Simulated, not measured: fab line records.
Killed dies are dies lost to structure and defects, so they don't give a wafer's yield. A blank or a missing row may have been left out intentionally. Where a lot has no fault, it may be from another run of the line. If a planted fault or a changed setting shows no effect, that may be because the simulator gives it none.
fab line records	flow nandHarc
record: lots: 6	wafers: 18	lastDay: 33
route steps=1302 shown A_STAIRCASE@725 END@1302
lots untouched by any fault: they come from a run of this same line in which no faults occurred
startH: hours from the record's first day to the start of the lot's first wafer shown	waitH: hours since the lot's step before	" unchanged from the row above	L1.1+2: one row covering several wafers at once	- either no value or no given start	* or withheld: withheld	< > ~ a bound
route shown NAME@n: names a module that has steps shown in the file, with the first one's number in the route	usual: the fault-free wafers' mean and standard deviation	same: alike in all rows	chamber/n: place in a boat	sites: per-site readings	_std_site: their standard deviation	_edge_site: the outer-site mean with the inner-site mean subtracted	radiusMm: for every site, how far away it sits from the centre of the wafer	mask NAME#n: copy n	behind: the most recent tool/chamber to have shaped the wafer	hold: why the lot went on hold/how many hours it stayed there/how the hold came to an end	device: names the non-switching transistor (n, p or np)	end of line: tests of these same wafers at the route's end	where a step has no rows: the recipe by itself	killed: dies that structure and defects cost at the first sort, which is not the same as the wafer's yield	map: dies across one wafer; x = killed, . = not, _ = none there
set.NAME: setting as actually run; set.NAME@STEP: the setting as run at that earlier step	model.NAME: the simulator's own value behind a step, which no gauge read
lots seen at some steps along the route; tables by step, rows by wafer
services: from which hour (startH, from the record's first day; less than 0 if before it) a tool's chamber was out of use, for how many hours, and why
== steps ==
step: NHARC_A_STAIRCASE_COAT_211
recipe: spinRpm: 1200
step: NHARC_A_STAIRCASE_SOFTBAKE_212
recipe: tempC: 135	timeS: 170
step: NHARC_A_STAIRCASE_EBR_213
step: NHARC_A_STAIRCASE_EXPOSE_214
recipe: na: 0.5	doseMj: 31.26	maskId: STAIR_3
step: NHARC_A_STAIRCASE_PEB_215
recipe: pebTempC: 115	pebTimeS: 130
step: NHARC_A_STAIRCASE_DEVELOP_216
recipe: timeS: 140
step: NHARC_A_STAIRCASE_HARDBAKE_218
recipe: tempC: 120	timeS: 140
step: NHARC_A_STAIRCASE_DESCUM_219
recipe: timeS: 3	o2FlowSccm: 200	arFlowSccm: 0	biasPowerW: 0	chemistry: O2
usual: drypumpMotorCurrentA: 5.8/0.49	oesProductAu: 1.003/0.009	rfVppV: 58.0/0.97	showerheadPlenumPTorr: 1.94/0.08	throttleValvePct: 11.310/0.01
lot.wafer	tool	chamber	startH	waitH	drypumpMotorCurrentA	oesProductAu	rfHoursCounterH	rfVppV	showerheadPlenumPTorr	throttleValvePct
L939.2	rieDiel-13	0	407.83	-	5.1	0.992	20	58.0	2.03	11.308
L939.4	"	1	"	"	5.3	1.009	20	58.6	1.94	11.308
L939.1	"	2	"	"	5.1	1.006	21	58.5	1.98	11.320
L948.3	rieDiel-06	2	516.17	-	5.2	1.005	10	57.0	2.04	11.319
L948.2	"	3	"	"	6.5	0.995	7	57.2	1.87	11.316
L948.1	"	0	"	"	5.8	1.001	8	58.7	1.91	11.316
L951.3	rieDiel-06	1	540.68	-	5.9	1.004	20	55.9	1.94	11.321
L951.4	"	1	"	"	6.0	1.002	-	57.3	1.94	11.295
L951.5	"	0	"	"	5.8	1.013	-	57.0	1.91	11.306
L952.1	rieDiel-13	1	541.12	-	5.3	1.002	3	56.9	1.93	11.303
L952.4	"	3	"	"	6.4	0.990	6	57.2	1.80	11.301
L952.5	"	2	"	"	5.1	0.989	-	59.0	1.97	11.308
L953.2	rieDiel-13	0	570.29	-	5.0	0.989	12	58.3	2.02	11.315
L953.1	"	1	"	"	5.3	0.990	10	58.3	1.93	11.310
L953.3	"	2	"	"	5.1	0.996	15	58.1	1.96	11.330
L956.1	rieDiel-06	0	589.95	-	5.8	1.019	32	58.4	1.91	11.321
L956.2	"	1	"	"	6.0	1.007	33	58.2	1.94	11.301
L956.5	"	0	"	"	5.8	1.011	-	56.9	1.91	11.317
step: NHARC_A_STAIRCASE_TRIM_220
recipe: timeS: 211.2	o2FlowSccm: 500	arFlowSccm: 0	biasW: 0	chemistry: O2
usual: drypumpMotorCurrentA: 5.8/0.47	oesProductAu: 1.003/0.0097	rfVppV: 58.0/0.96	showerheadPlenumPTorr: 3.57/0.13	throttleValvePct: 17.037/0.0096
lot.wafer	tool	chamber	startH	waitH	drypumpMotorCurrentA	oesProductAu	rfHoursCounterH	rfVppV	showerheadPlenumPTorr	throttleValvePct
L939.4	rieDiel-13	1	407.90	0.1	5.3	0.994	20	57.7	3.58	17.041
L939.2	"	2	"	"	5.1	1.003	21	55.8	3.65	17.037
L939.1	"	3	"	"	6.4	1.000	21	56.8	3.36	17.040
L948.3	rieDiel-06	0	516.26	0.1	5.8	1.010	8	58.3	3.53	17.041
L948.2	"	2	"	"	5.2	1.008	10	57.3	3.75	17.052
L948.1	"	3	"	"	6.4	1.000	7	58.2	3.45	17.028
L951.3	rieDiel-06	1	540.78	0.1	6.0	1.006	20	58.3	3.58	17.025
L951.5	"	3	"	"	6.4	0.994	-	57.7	3.44	17.029
L951.4	"	0	"	"	5.9	1.005	-	57.9	3.52	17.040
L952.4	rieDiel-13	2	541.21	0.1	5.1	0.989	6	60.0	3.62	17.025
L952.1	"	0	"	"	5.1	0.998	6	57.9	3.71	17.031
L952.5	"	1	"	"	5.4	0.990	-	57.9	3.56	17.042
L953.3	rieDiel-13	0	570.38	0.1	5.1	0.997	12	57.7	3.71	17.035
L953.1	"	1	"	"	5.4	0.996	10	59.8	3.55	17.031
L953.2	"	3	"	"	6.4	0.992	14	57.6	3.33	17.046
L956.1	rieDiel-06	1	590.09	0.1	6.0	0.991	33	58.1	3.57	17.035
L956.2	"	0	"	"	5.8	1.000	32	59.2	3.51	17.035
L956.5	"	1	"	"	6.0	1.008	-	59.6	3.57	17.045
step: NHARC_A_STAIRCASE_ETCH_221
recipe: targetDepthA: 1000	timeS: 40.5	ionEnergyEv: 400	c4f8FlowSccm: 20	o2FlowSccm: 10	arFlowSccm: withheld	rfW: 600	biasW: 1000	chemistry: C4F8/O2
usual: biasW: 1000/3	chamberPressureMTorr: 25.001/0.024	oesProductAu: 0.940/0.014	rfFwdPowerW: 591.7/2.4	rfVppV: 897/4.9
lot.wafer	tool	chamber	startH	waitH	biasW	chamberPressureMTorr	oesProductAu	rfFwdPowerW	rfHoursCounterH	rfVppV
L939.4	rieDiel-13	0	-	-	1000	24.966	0.945	598.8	20	902
L939.1	"	1	"	"	1000	24.971	0.950	592.2	20	898
L939.2	"	3	"	"	1000	24.985	0.954	595.3	21	891
L948.1	rieDiel-06	2	-	-	998	25.024	0.949	593.0	10	903
L948.3	"	0	"	"	996	24.996	0.962	594.1	8	896
L948.2	"	1	"	"	1007	25.015	0.944	590.3	10	899
L951.3	rieDiel-06	0	-	-	1000	24.974	0.954	590.0	20	898
L951.4	"	3	"	"	1002	24.996	0.940	587.8	-	893
L951.5	"	0	"	"	1004	24.993	0.954	587.9	-	896
L952.4	rieDiel-13	2	-	-	996	24.998	0.927	596.2	6	900
L952.1	"	3	"	"	999	25.011	0.932	591.8	6	890
L952.5	"	0	"	"	1003	24.989	0.936	595.1	-	902
L953.3	rieDiel-13	0	-	-	1003	25.029	0.929	592.6	12	903
L953.2	"	1	"	"	1002	25.020	0.936	589.1	10	897
L953.1	"	3	"	"	998	25.021	0.945	594.2	14	888
L956.2	rieDiel-06	0	-	-	1002	24.995	0.934	595.1	32	895
L956.1	"	2	"	"	999	25.015	0.938	588.6	29	903
L956.5	"	0	"	"	1001	25.014	0.937	591.7	-	896
step: NHARC_A_STAIRCASE_TRIM_222
recipe: timeS: 211.2	o2FlowSccm: 500	arFlowSccm: 0	biasW: 0	chemistry: O2
usual: drypumpMotorCurrentA: 5.8/0.48	oesProductAu: 1.001/0.01	rfVppV: 57.8/0.88	showerheadPlenumPTorr: 3.57/0.14	throttleValvePct: 17.038/0.0099
lot.wafer	tool	chamber	startH	waitH	drypumpMotorCurrentA	oesProductAu	rfHoursCounterH	rfVppV	showerheadPlenumPTorr	throttleValvePct
L939.1	rieDiel-13	0	-	-	5.1	0.991	20	59.2	3.73	17.029
L939.2	"	1	"	"	5.3	0.993	20	58.0	3.58	17.023
L939.4	"	3	"	"	6.4	0.998	21	59.2	3.36	17.023
L948.1	rieDiel-06	2	-	-	5.2	1.001	10	57.9	3.75	17.037
L948.2	"	3	"	"	6.5	1.004	8	55.8	3.45	17.033
L948.3	"	1	"	"	6.0	1.007	10	57.0	3.58	17.042
L951.3	rieDiel-06	1	-	-	6.0	1.001	21	58.0	3.58	17.040
L951.4	"	1	"	"	6.0	1.002	-	59.1	3.58	17.042
L951.5	"	0	"	"	5.8	1.012	-	57.1	3.52	17.027
L952.4	rieDiel-13	0	-	-	5.1	0.990	6	58.2	3.71	17.024
L952.1	"	2	"	"	5.1	0.989	6	56.9	3.62	17.010
L952.5	"	0	"	"	5.1	0.987	-	58.2	3.71	17.037
L953.2	rieDiel-13	2	-	-	5.1	0.992	15	56.9	3.61	17.029
L953.1	"	0	"	"	5.1	0.993	12	58.1	3.71	17.029
L953.3	"	1	"	"	5.4	0.987	10	57.8	3.55	17.049
L956.2	rieDiel-06	1	-	-	6.0	1.003	35	58.5	3.57	17.031
L956.1	"	3	"	"	6.4	0.998	36	57.1	3.43	17.051
L956.5	"	2	"	"	5.2	0.993	-	59.2	3.74	17.047
step: NHARC_A_STAIRCASE_ETCH_223
recipe: targetDepthA: 1000	timeS: 40.5	ionEnergyEv: 400	c4f8FlowSccm: 20	o2FlowSccm: 10	arFlowSccm: withheld	rfW: 600	biasW: 1000	chemistry: C4F8/O2
usual: biasW: 999.9/3	chamberPressureMTorr: 25.002/0.023	oesProductAu: 0.942/0.01	rfFwdPowerW: 591.2/2.3	rfVppV: 898/5.1
lot.wafer	tool	chamber	startH	waitH	biasW	chamberPressureMTorr	oesProductAu	rfFwdPowerW	rfHoursCounterH	rfVppV
L939.1	rieDiel-13	2	408.29	-	1003.2	25.057	0.953	592.8	21	899
L939.4	"	3	"	"	1005.9	25.006	0.944	592.4	21	888
L939.2	"	0	"	"	998.4	24.981	0.935	592.4	20	904
L948.2	rieDiel-06	2	516.64	-	1000.7	24.992	0.935	585.0	10	903
L948.1	"	3	"	"	1001.5	25.046	0.940	593.3	8	891
L948.3	"	0	"	"	1004.2	25.018	0.954	591.9	8	896
L951.3	rieDiel-06	0	541.23	-	-	-	-	-	-	-
L951.4	"	1	"	"	-	-	-	-	-	-
L951.5	"	3	"	"	-	-	-	-	-	-
L952.4	rieDiel-13	3	541.72	-	-	-	-	-	-	-
L952.1	"	0	"	"	-	-	-	-	-	-
L952.5	"	3	"	"	-	-	-	-	-	-
L953.2	rieDiel-13	2	570.77	-	999.8	25.021	0.925	594.6	15	899
L953.1	"	3	"	"	998.4	24.968	0.932	590.5	14	888
L953.3	"	0	"	"	1003.9	25.010	0.935	592.9	12	902
L956.1	rieDiel-06	1	593.87	-	997.0	25.002	0.927	591.0	35	898
L956.2	"	2	"	"	997.5	25.020	0.929	593.4	32	902
L956.5	"	1	"	"	1005.5	24.983	0.924	590.2	-	897
step: NHARC_A_STAIRCASE_TRIM_224
recipe: timeS: 211.2	o2FlowSccm: 500	arFlowSccm: 0	biasW: 0	chemistry: O2
usual: drypumpMotorCurrentA: 5.8/0.49	oesProductAu: 1.003/0.0087	rfVppV: 57.8/0.92	showerheadPlenumPTorr: 3.56/0.14	throttleValvePct: 17.036/0.0088
lot.wafer	tool	chamber	startH	waitH	drypumpMotorCurrentA	oesProductAu	rfHoursCounterH	rfVppV	showerheadPlenumPTorr	throttleValvePct
L939.1	rieDiel-13	0	-	-	5.0	0.996	20	59.2	3.73	17.039
L939.2	"	2	"	"	5.1	0.998	21	58.2	3.65	17.035
L939.4	"	3	"	"	6.4	0.996	21	56.9	3.36	17.043
L948.2	rieDiel-06	2	-	-	5.2	0.993	10	57.8	3.75	17.043
L948.1	"	0	"	"	5.8	1.001	8	56.1	3.53	17.028
L948.3	"	1	"	"	5.9	1.000	10	59.2	3.58	17.040
L951.3	rieDiel-06	0	-	-	5.8	1.007	20	56.5	3.52	17.042
L951.5	"	0	"	"	5.8	1.012	-	58.2	3.52	17.039
L951.4	"	3	"	"	6.4	1.000	-	58.5	3.44	17.038
L952.1	rieDiel-13	1	-	-	5.4	0.993	3	58.3	3.56	17.038
L952.4	"	0	"	"	5.1	0.998	6	56.7	3.71	17.033
L952.5	"	2	"	"	5.1	0.997	-	56.9	3.62	17.046
L953.2	rieDiel-13	1	-	-	5.4	0.999	10	57.2	3.55	17.030
L953.3	"	2	"	"	5.1	0.997	15	57.3	3.61	17.043
L953.1	"	3	"	"	6.4	1.005	14	56.8	3.33	17.039
L956.2	rieDiel-06	1	-	-	6.0	1.004	35	57.4	3.57	17.050
L956.1	"	2	"	"	5.2	0.999	32	57.6	3.73	17.041
L956.5	"	2	"	"	5.2	0.995	-	58.2	3.73	17.027
step: NHARC_END_SORT_01
recipe: tempC: 25
usual: killedAtArray: 51/18	killedAtOther: 1.0/1.2	killedAtPeriphery: 3.7/2.9	killedDies: 55/19	killedOpen: 3.5/1.9	killedShort: 2.6/1.6
same: grossDies: 677
lot.wafer	tool	chamber	startH	waitH	killedAtArray	killedAtOther	killedAtPeriphery	killedDies	killedOpen	killedShort
L952.1	prober-02	0	739.90	2.5	675	2	0	677	4	5
L952.4	prober-02	0	742.31	3.4	672	0	5	677	4	2
L952.5	prober-02	0	743.11	3.7	673	1	3	677	5	4
L951.3	prober-01	0	749.17	3.1	674	0	3	677	1	6
L951.4	prober-01	0	749.97	3.4	665	1	11	677	3	2
L951.5	prober-01	0	750.77	3.7	673	1	3	677	1	5
killed by level:class
L952.1 A_STAIRCASE:areaEtch=632 A_CHANNEL_HOLE_D1:chamberFilmFlake=13 A_CONTACT:chamberFilmFlake=8 A_CHANNEL_HOLE_D2:chamberFilmFlake=7 A_SLIT:chamberFilmFlake=4 A_ONON_D2:geometricParticle:short=2 A_CHANNEL_FILL_D2:geometricParticle:open=2 A_CHANNEL_FILL_D1:geometricParticle:open=1
L952.4 A_STAIRCASE:areaEtch=641 A_CHANNEL_HOLE_D1:chamberFilmFlake=7 A_CONTACT:chamberFilmFlake=7 A_CHANNEL_HOLE_D2:chamberFilmFlake=6 A_SLIT:chamberFilmFlake=6 A_M0:geometricParticle:open=2 P_M1:chamberFilmFlake=2 P_GATE:geometricParticle:short=1
L952.5 A_STAIRCASE:areaEtch=612 A_CHANNEL_HOLE_D2:chamberFilmFlake=26 A_CHANNEL_HOLE_D1:chamberFilmFlake=12 A_CONTACT:chamberFilmFlake=8 A_SLIT:chamberFilmFlake=6 A_CHANNEL_FILL_D1:chamberFilmFlake=3 P_CONTACT:geometricParticle:open=1 P_M0:geometricParticle:open=1
L951.3 A_STAIRCASE:areaEtch=624 A_CHANNEL_HOLE_D1:chamberFilmFlake=29 A_SLIT:chamberFilmFlake=5 A_CONTACT:chamberFilmFlake=5 A_ONON_D2:geometricParticle:short=2 A_WL_FILL:chamberFilmFlake=2 P_CONTACT:geometricParticle:short=1 A_CHANNEL_FILL_D1:geometricParticle:open=1
L951.4 A_STAIRCASE:areaEtch=614 A_CHANNEL_HOLE_D1:chamberFilmFlake=36 P_M1:chamberFilmFlake=8 A_SLIT:chamberFilmFlake=5 A_CONTACT:chamberFilmFlake=3 A_CHANNEL_FILL_D2:geometricParticle:open=2 A_WL_FILL:chamberFilmFlake=2 P_CONTACT:geometricParticle:open=1
L951.5 A_STAIRCASE:areaEtch=619 A_CHANNEL_HOLE_D1:chamberFilmFlake=32 A_CONTACT:chamberFilmFlake=8 A_SLIT:chamberFilmFlake=7 A_CHANNEL_FILL_D2:geometricParticle:short=2 P_CONTACT:chamberFilmFlake=2 P_CONTACT:geometricParticle:open=1 A_CHANNEL_HOLE_D2:geometricParticle:short=1
map L951.3 (x killed, . not)
____________x____________
_________xxxxxxx_________
_______xxxxxxxxxxx_______
______xxxxxxxxxxxxx______
_____xxxxxxxxxxxxxxx_____
____xxxxxxxxxxxxxxxxx____
____xxxxxxxxxxxxxxxxx____
___xxxxxxxxxxxxxxxxxxx___
___xxxxxxxxxxxxxxxxxxx___
__xxxxxxxxxxxxxxxxxxxxx__
__xxxxxxxxxxxxxxxxxxxxx__
_xxxxxxxxxxxxxxxxxxxxxxx_
_xxxxxxxxxxxxxxxxxxxxxxx_
_xxxxxxxxxxxxxxxxxxxxxxx_
_xxxxxxxxxxxxxxxxxxxxxxx_
_xxxxxxxxxxxxxxxxxxxxxxx_
xxxxxxxxxxxxxxxxxxxxxxxxx
xxxxxxxxxxxxxxxxxxxxxxxxx
xxxxxxxxxxxxxxxxxxxxxxxxx
xxxxxxxxxxxxxxxxxxxxxxxxx
xxxxxxxxxxxxxxxxxxxxxxxxx
_xxxxxxxxxxxxxxxxxxxxxxx_
_xxxxxxxxxxxxxxxxxxxxxxx_
_xxxxxxxxxxxxxxxxxxxxxxx_
_xxxxxxxxxxxxxxxxxxxxxxx_
_xxxxxxxxxxxxxxxxxxxxxxx_
__xxxxxxxxxxxxxxxxxxxxx__
__xxxxxxxxxxxxxxxxxxxxx__
___xxxxxxxxxxxxxxxxxxx___
___xxxxxxxxxxxxxxxxxxx___
____xxxxxxxxxxxxxxxxx____
____xxxxxxxxxxxxxxxxx____
_____xxxxxxxxxxxxxxx_____
______xxxxxxxxxxxxx______
_______xxxxxxxxxxx_______
_________xxxxxxx_________
____________x____________
map L952.1 (x killed, . not)
____________x____________
_________xxxxxxx_________
_______xxxxxxxxxxx_______
______xxxxxxxxxxxxx______
_____xxxxxxxxxxxxxxx_____
____xxxxxxxxxxxxxxxxx____
____xxxxxxxxxxxxxxxxx____
___xxxxxxxxxxxxxxxxxxx___
___xxxxxxxxxxxxxxxxxxx___
__xxxxxxxxxxxxxxxxxxxxx__
__xxxxxxxxxxxxxxxxxxxxx__
_xxxxxxxxxxxxxxxxxxxxxxx_
_xxxxxxxxxxxxxxxxxxxxxxx_
_xxxxxxxxxxxxxxxxxxxxxxx_
_xxxxxxxxxxxxxxxxxxxxxxx_
_xxxxxxxxxxxxxxxxxxxxxxx_
xxxxxxxxxxxxxxxxxxxxxxxxx
xxxxxxxxxxxxxxxxxxxxxxxxx
xxxxxxxxxxxxxxxxxxxxxxxxx
xxxxxxxxxxxxxxxxxxxxxxxxx
xxxxxxxxxxxxxxxxxxxxxxxxx
_xxxxxxxxxxxxxxxxxxxxxxx_
_xxxxxxxxxxxxxxxxxxxxxxx_
_xxxxxxxxxxxxxxxxxxxxxxx_
_xxxxxxxxxxxxxxxxxxxxxxx_
_xxxxxxxxxxxxxxxxxxxxxxx_
__xxxxxxxxxxxxxxxxxxxxx__
__xxxxxxxxxxxxxxxxxxxxx__
___xxxxxxxxxxxxxxxxxxx___
___xxxxxxxxxxxxxxxxxxx___
____xxxxxxxxxxxxxxxxx____
____xxxxxxxxxxxxxxxxx____
_____xxxxxxxxxxxxxxx_____
______xxxxxxxxxxxxx______
_______xxxxxxxxxxx_______
_________xxxxxxx_________
____________x____________
== services ==
tool	chamber	startH	hours	kind
rieDiel-06	0	390.44	-	clean
rieDiel-06	1	390.44	-	clean
rieDiel-06	2	390.44	-	clean
rieDiel-06	3	390.44	-	clean
rieDiel-13	0	403.25	-	clean
rieDiel-13	1	403.25	-	clean
rieDiel-13	2	403.25	-	clean
rieDiel-13	3	403.25	-	clean
rieDiel-06	0	414.94	-	clean
rieDiel-06	1	414.94	-	clean
rieDiel-06	2	414.94	-	clean
rieDiel-06	3	414.94	-	clean
rieDiel-06	3	422.45	7.5	repair
rieDiel-06	-	425.03	0.3	repair
rieDiel-13	0	427.75	-	clean
rieDiel-13	1	427.75	-	clean
rieDiel-13	2	427.75	-	clean
rieDiel-13	3	427.75	-	clean
rieDiel-13	3	438.47	4.7	repair
rieDiel-06	2	442.72	2.9	repair
rieDiel-13	-	478.05	0.4	repair
rieDiel-06	-	484.85	9.0	pm
rieDiel-13	-	520.51	9.0	pm
rieDiel-13	1	534.71	5.6	repair
== key ==
firstSign: step: NHARC_A_STAIRCASE_ETCH_223	reading: toolRecord	direction: missing
effect: step: NHARC_END_SORT_01	reading: killedAtArray	direction: up	sigmas: 34	usual: 51	struck: 672
moreKillsBornAt: NHARC_A_STAIRCASE_ETCH_223@rieDiel-13: 1885	NHARC_A_STAIRCASE_ETCH_223@rieDiel-06: 1859
metAt NHARC_A_STAIRCASE_ETCH_223
struckWafers L951.3,L951.4,L951.5,L952.1,L952.4,L952.5
laterRowsLeftOut L951.3,L951.4,L951.5,L952.1,L952.4,L952.5
testerLeftOut L951,L952
onsetBetween 516.64 541.23
fault: kind: skippedStepWhole	tool: rieDiel-06,rieDiel-13	chamber: -	onsetH: 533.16	steps: NHARC_A_STAIRCASE_ETCH_223	scope: struckLotsOnly
testerLeftOut: of these lots the tester's yield and bins aren't shown, on N5 and GAA mostly nor the transistor test; their killed dies are dies lost to structure and defects alone, not to doping, threshold or leakage, so they don't give the yield
laterRowsLeftOut: the simulator's readings of these wafers behind a module that went badly wrong aren't trusted and aren't shown, but for the sort
